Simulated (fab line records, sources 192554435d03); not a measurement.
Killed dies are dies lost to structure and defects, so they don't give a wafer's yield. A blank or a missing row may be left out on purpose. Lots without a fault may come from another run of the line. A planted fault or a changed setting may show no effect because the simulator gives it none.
A struck lot beside a sound one | flow n5_finfet | 34 steps out of a route of 1938
Sound: wafers L105.2, L105.3, L105.5. Struck: wafers L997.1, L997.2, L997.4. The cause comes at the end.
At each step with rows: each side's tool, then ch and its chambers, then its first start. Under that, the readings that differ: sound wafers | struck wafers | difference of the means | sigmas: that difference in standard deviations of wafers without a fault.
alike: readings whose means differ by less than 2 such deviations, and words and numbers that are the same on both sides. not compared: withheld readings, readings that some wafer has no value for, bounds like >300 that may hide the same value, and numbers for which the record gives no deviation and whose values overlap.
The two part at a step that has a row with sigmas, a row that says differs or no value, or rows on one side only. Numbers that don't overlap but have no deviation are shown without sigmas and don't part them. A reading that every wafer of one side lacks parts them only if that side has two wafers or more.

first, 12 steps without rows for these wafers: N5_BEOL_M1_ANNEAL_87 (time 240 s); N5_BEOL_M1_SPUTTER_88 (material Cu, target thk 4.5 nm, time 8.29 s); N5_BEOL_M1_ANNEAL_89 (time 240 s); N5_BEOL_M1_SPUTTER_90 (material Cu, target thk 4.5 nm, time 8.29 s); N5_BEOL_M1_ANNEAL_91 (time 240 s); N5_BEOL_M1_SPUTTER_92 (material Cu, target thk 4.5 nm, time 8.29 s); N5_BEOL_M1_ANNEAL_93 (time 240 s); N5_BEOL_M1_SPUTTER_94 (material Cu, target thk 4.5 nm, time 8.29 s); N5_BEOL_M1_ANNEAL_95 (time 240 s); N5_BEOL_M1_SPUTTER_96 (material Cu, target thk 4.5 nm, time 8.29 s); N5_BEOL_M1_ECD_50 (material Cu, target thk 300 nm); N5_BEOL_M1_ANNEAL_51 (time 90 s).
N5_BEOL_M1_CMP_52: polishes, stops on SiOC, t overpolish 6.8 s, target thk 40 nm.
  sound on cmp-01 ch 0,1,2, day 11 20:28; struck on cmp-04 ch 0,1,2, day 9 18:07
  alike: barrier_field_endpoint_s, motor_current_A, overpolish_run_s, retaining_ring_pressure_frac, time_to_endpoint_s
then, 4 steps without rows for these wafers: N5_BEOL_M1_PRE_CLEAN_60 (time 15 s); N5_BEOL_M1_CO_CAP_55 (material Co, precursor CCTBA/H2, target thk 2 nm, time 102.1 s); N5_BEOL_M1_PRE_CLEAN_56 (time 15 s); N5_BEOL_M1_DEP_57 (deposits SiCN from 3MS/NH3, target thk 8 nm, time 14 s).
N5_BEOL_M1_INSPECT_59: inspects for defects (darkfield).
  sound on defect_inspect-01, day 11 20:58; struck on defect_inspect-01, day 9 18:40
  reading          | sound    | struck         | difference | sigmas
  raw_defect_count | 90 48 38 | 1477 1511 1483 | +1432      | +60
then, 12 steps without rows for these wafers: N5_BEOL_M2_ILD_DEP_00 (deposits SiOC from DEMS/O2, target thk 79 nm, time 15.3 s); N5_BEOL_M2_PECVD_72 (deposits SiO2 from TEOS/O2, target thk 16 nm, time 18 s); N5_BEOL_M2_HM_DEP_02 (deposits TiN, target thk 20 nm); N5_BEOL_M2_COAT_61 (time 60 s, resist thk 60 nm); N5_BEOL_M2_COAT_62 (time 60 s, resist thk 12 nm); N5_BEOL_M2_COAT_73 (time 60 s, resist thk 5 nm); N5_BEOL_M2_COAT_05 (resist thk 30 nm); N5_BEOL_M2_EBR_07; N5_BEOL_M2_SOFTBAKE_06 (time 60 s); N5_BEOL_M2_EXPOSE_08 (exposes mask M2); N5_BEOL_M2_PEB_09 (peb time 60 s); N5_BEOL_M2_DEVELOP_10 (develop time 30 s).
N5_BEOL_M2_INSPECT_13: inspects for defects (brightfield).
  sound on defect_inspect-02, day 11 21:54; struck on defect_inspect-02, day 9 21:41
  reading          | sound       | struck         | difference | sigmas
  raw_defect_count | 486 293 294 | 1736 1875 1754 | +1431      | +18
then, 1 step without rows for these wafers: N5_BEOL_M2_DESCUM_16 (chemistry O2, time 7 s).
N5_BEOL_M4_RC_MEAS_101:
  sound on prober-01 ch 0, day 13 15:58; struck on prober-01 ch 0, day 11 04:12
  reading       | sound          | struck         | difference | sigmas
  DIBL_P (mV/V) | 39.2 39.1 40.8 | 35.1 35.7 34.0 | -4.8       | -3
  SS_P (mV/dec) | 74.1 73.5 74.4 | 72.8 72.9 72.6 | -1.2       | -2
  alike: DIBL_N, IOFF_N, IOFF_P, ION_N, ION_P, SS_N, VT_N, VT_P
-- the record jumps here: 4 days lie between the struck wafers' starts before and after (it left off in module BEOL_M4 and takes up again in module PASSIVATION, whose first step shown is number 1936 of the route) --
N5_PASSIVATION_PROBE_49:
  the record has rows for the struck wafers here (prober-02, day 15 06:44) and none for the sound ones

WHERE THEY PART
First at N5_BEOL_M1_INSPECT_59; last, within this record, at N5_PASSIVATION_PROBE_49.

WHY: what the simulator had put in
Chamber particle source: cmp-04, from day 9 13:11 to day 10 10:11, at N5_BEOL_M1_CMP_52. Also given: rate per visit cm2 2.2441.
